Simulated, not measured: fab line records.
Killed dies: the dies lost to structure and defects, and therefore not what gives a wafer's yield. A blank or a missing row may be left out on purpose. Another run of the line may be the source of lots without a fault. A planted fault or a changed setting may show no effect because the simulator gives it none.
A lot that was struck, set against a sound lot	flow nand-harc	22 steps out of a route of 1302
Sound: these wafers, L471.2, L471.3, L471.6. The struck wafers were L481.1, L481.2, L481.4. The cause is named last.
At each step with rows: each side's tool, then ch and its chambers, then its first start. Under that, the readings that differ: sound wafers	struck wafers	difference of the means	sigmas: that difference in standard deviations of wafers without a fault.
alike: a reading whose means differ by less than 2 such deviations, as well as words and numbers matching on both sides. not compared: withheld readings; readings where some wafer has no value; bounds like >300 that might hide an equal value; numbers whose values overlap and for which the record gives no deviation.
Wherever a step has rows on one side only, a row that says differs or no value, or a row with sigmas, the two part there. Numbers that have no deviation but don't overlap get no sigmas and don't part them. A reading missing from all wafers of one side parts the sides only when that side holds two or more wafers.

first, 5 steps without rows for these wafers: NHARC_P_GATE_STRIP_15 (strips in SPM, time 780 s); NHARC_P_GATE_PRECLEAN_71 (cleans in SC1); NHARC_P_GATE_SRD_72; NHARC_P_GATE_OXIDE_16 (material SiO2, target thk 3 nm, ox time 392 s); NHARC_P_GATE_CVD_17 (deposits poly-Si, target thk 150 nm, time 900 s).
NHARC_P_GATE_HM_DEP_102: deposits aC, target thk 120 nm.
  sound on acl-dep-01 ch 0, day 5 11:44; struck on acl-dep-02 ch 0, day 9 18:25
  alike: throttle-valve-pct
NHARC_P_GATE_DEP_103: deposits SiON, target thk 30 nm.
  sound on pecvd-03 ch 0,1,2, day 5 12:21; struck on pecvd-03 ch 0,2, day 9 19:05
  alike: heater-power-w
then, 5 steps without rows for these wafers: NHARC_P_GATE_DEHYDRATE_18 (time 120 s); NHARC_P_GATE_HMDS_19 (time 30 s); NHARC_P_GATE_COAT_20 (resist thk 90 nm); NHARC_P_GATE_SOFTBAKE_21 (time 55 s); NHARC_P_GATE_EBR_22.
NHARC_P_GATE_EXPOSE_23: exposes mask P GATE, target cd 120 nm.
  sound on arfi-scanner-03 ch 0, day 5 12:52; struck on arfi-scanner-01 ch 0, day 9 19:37
reading	sound	struck	difference	sigmas
mask	P_GATE#0 P_GATE#0 P_GATE#0	P_GATE_R1#0 P_GATE_R1#0 P_GATE_R1#0	differs	
then, 2 steps without rows for these wafers: NHARC_P_GATE_PEB_24 (peb time 65 s); NHARC_P_GATE_DEVELOP_25 (develop time 35 s).
NHARC_P_GATE_CD_MEAS_26 targets a cd of 120 nm.
  sound on cd-sem-02 ch 0, day 5 12:59; struck on cd-sem-02 ch 0, day 9 19:46
reading	sound	struck	difference	sigmas
cd-nm (nm)	119.7 119.7 118.3	117.2 117.1 115.9	-2.5	-3
NHARC_P_GATE_OVL_MEAS_27:
  sound on overlay-02 at day 5 13:05; struck on overlay-02 at day 9 19:51
  alike: overlay-x-nm, overlay-y-nm
NHARC_P_GATE_INSPECT_28:
  sound on defect-inspect-01 at day 5 13:07; struck on defect-inspect-02 at day 9 19:53
  alike: raw-defect-count
NHARC_P_GATE_DESCUM_31: chemistry O2, time 3 s.
  sound on rie-diel-12 ch 0,1,2, day 5 13:11; struck on rie-diel-12 ch 0,2,3, day 9 19:57
  alike: chamber-pressure-mTorr, drypump-motor-current-A, oes-product-au, rf-vpp-V, showerhead-plenum-p-Torr, throttle-valve-pct
  not compared: rf-hours-counter-h, model.P_GATE.cd-nm
NHARC_P_GATE_ETCH_104: etches the open film in CF4/CHF3, target depth 60 nm.
  sound on rie-diel-12 ch 1,2,3, day 5 13:16; struck on rie-diel-12 ch 0,2, day 9 20:03
  alike: chamber-pressure-mTorr, drypump-motor-current-A, oes-product-au, rf-vpp-V, showerhead-plenum-p-Torr, throttle-valve-pct
  not compared: model.P_GATE.cd-nm
NHARC_P_GATE_HM_OPEN_105: chemistry O2/COS, target depth 360 nm.
  sound on rie-diel-12 ch 0,1,3; struck on rie-diel-12 ch 2,3
  alike: chamber-pressure-mTorr, drypump-motor-current-A, oes-product-au, rf-vpp-V, showerhead-plenum-p-Torr, throttle-valve-pct
  not compared: rf-hours-counter-h
NHARC_END_SORT_01:
  the record has rows for the sound wafers here (prober-02 ch 0, day 24 17:09) and none for the struck ones

## WHERE THEY PART
Last at NHARC_END_SORT_01 as far as this record goes, first at NHARC_P_GATE_EXPOSE_23.

WHY: what had been put in by the simulator
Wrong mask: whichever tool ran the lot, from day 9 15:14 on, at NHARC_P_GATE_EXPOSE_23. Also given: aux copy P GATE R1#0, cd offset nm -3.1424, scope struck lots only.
